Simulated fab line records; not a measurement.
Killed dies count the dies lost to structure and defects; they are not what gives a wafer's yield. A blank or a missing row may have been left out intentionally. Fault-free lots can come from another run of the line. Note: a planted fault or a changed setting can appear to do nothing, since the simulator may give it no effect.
A lot that was struck, set against a sound lot / flow n5_finfet / 16 out of 1938 route steps
Sound: the wafers L533.1, L533.3, L533.5. Struck: wafer L540.5 (left out: L540.6, a lot-mate that was not struck); the cause follows at the end.
Per side, at each step with rows, come the tool, then ch with its chambers, and then its first start. Under that, the readings that differ: sound wafers / struck wafers / difference of the means / sigmas: that difference in standard deviations of wafers without a fault.
alike: readings whose means differ by less than 2 such deviations, and words and numbers that are the same on both sides. not compared: withheld readings, readings that some wafer has no value for, bounds like >300 that may hide the same value, and numbers for which the record gives no deviation and whose values overlap.
Wherever a step has rows on one side only, a row that says differs or no value, or a row with sigmas, the two part there. Numbers that don't overlap but have no deviation are shown without sigmas and don't part them. A reading that every wafer of one side lacks parts them only if that side has two wafers or more.

N5_BEOL_M1_DESCUM_16: chemistry O2, time 7 s.
  sound on rie_diel-05 ch 0,2,3, day 8 17:20; struck on rie_diel-03 ch 1, day 10 16:39
  alike: drypump_motor_current_A, oes_product_au, rf_vpp_V, showerhead_plenum_p_Torr, throttle_valve_pct
  not compared: rf_hours_counter_h
N5_BEOL_M1_ETCH_74: etches underlayer in N2/H2, target depth 6.5 nm, time 5.2 s.
  sound on rie_diel-05 ch 0,2,3, day 8 17:22; struck on rie_diel-03 ch 1, day 10 16:41
  alike: bias_w, drypump_motor_current_A, etch_rf_on_time_s, n2_flow_sccm, oes_product_au, rf_vpp_V, showerhead_plenum_p_Torr, throttle_valve_pct
  not compared: rf_hours_counter_h
N5_BEOL_M1_ETCH_63: etches SiARC in CF4, target depth 15.6 nm, time 26 s.
  sound on rie_diel-05 ch 0,2,3, day 8 17:23; struck on rie_diel-03 ch 1, day 10 16:42
  alike: bias_w, drypump_motor_current_A, etch_rf_on_time_s, oes_product_au, rf_vpp_V, showerhead_plenum_p_Torr, throttle_valve_pct
  not compared: rf_hours_counter_h
N5_BEOL_M1_ETCH_64: etches SOC in N2/H2, target depth 75 nm, overetch 15 nm, time 112.5 s.
  sound on rie_diel-05 ch 0,2,3, day 8 17:25; struck on rie_diel-03 ch 1, day 10 16:46
  alike: bias_w, drypump_motor_current_A, n2_flow_sccm, oes_product_au, rf_vpp_V, showerhead_plenum_p_Torr, throttle_valve_pct
  not compared: rf_hours_counter_h
then, 2 steps without rows for these wafers: N5_BEOL_M1_STRIP_65 (strips in N2/H2); N5_BEOL_M1_STRIP_75 (strips in N2/H2).
N5_BEOL_M1_STRIP_66: strips in CF4.
  sound on rie_diel-05 ch 0,2,3, day 8 17:32; struck on rie_diel-03 ch 1, day 10 16:51
  alike: drypump_motor_current_A, oes_product_au, power_w, rf_vpp_V, showerhead_plenum_p_Torr, throttle_valve_pct
  not compared: rf_hours_counter_h
then, 2 steps without rows for these wafers: N5_BEOL_M1_HM_OPEN_17 (chemistry Cl2/BCl3, target TiN, target depth 20 nm, overetch 6 nm); N5_BEOL_M1_STRIP_19 (strips in O2).
N5_BEOL_M1_CD_MEAS_18: pitch 36 nm, target cd 18 nm.
  struck on cd_sem-02, day 10 17:04; sound on cd_sem-01, day 8 17:53
  alike: cd_nm
then, 2 steps without rows for these wafers: N5_BEOL_M1_COAT_67 (time 60 s, resist thk 60 nm); N5_BEOL_M1_COAT_68 (time 60 s, resist thk 12 nm).
N5_BEOL_M1_COAT_76: time 60 s, resist thk 5 nm.
  sound on litho_track-01 ch 0, day 8 17:56; struck on litho_track-01 ch 0, day 10 17:07
reading=heater_power_total_W (W); sound=393.8 393.5 393.0; struck=466.7; difference=+73.3; sigmas=+56
reading=run_length_s (s); sound=66.30 66.40 66.28; struck=51.16; difference=-15.17; sigmas=-99 or more
  alike: chill_plate_temp_C, dispense_pressure_kPa
then, 1 step without rows for these wafers: N5_BEOL_M1_COAT_22 (resist thk 30 nm).
-- the record jumps here: 2 days lie between the struck wafers' starts before and after (it left off in module BEOL_M1 and takes up again in module BEOL_M4, whose first step shown is number 1111 of the route) --
N5_BEOL_M4_RC_MEAS_101:
  sound on prober-02 ch 0, day 10 08:01; struck on prober-01 ch 0, day 12 22:19
  alike: DIBL_N, DIBL_P, IOFF_N, IOFF_P, ION_N, ION_P, SS_N, SS_P, VT_N, VT_P
next, for these wafers, 1 step has no rows: N5_PASSIVATION_PROBE_49.

## WHERE THEY PART
Only at N5_BEOL_M1_COAT_76, as far as this record shows. Later steps at which nothing parts them and some readings are alike: N5_BEOL_M4_RC_MEAS_101.

WHY: what the simulator had put in
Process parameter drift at N5_BEOL_M1_COAT_76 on litho_track-01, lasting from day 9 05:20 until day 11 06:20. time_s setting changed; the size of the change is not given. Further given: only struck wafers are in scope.
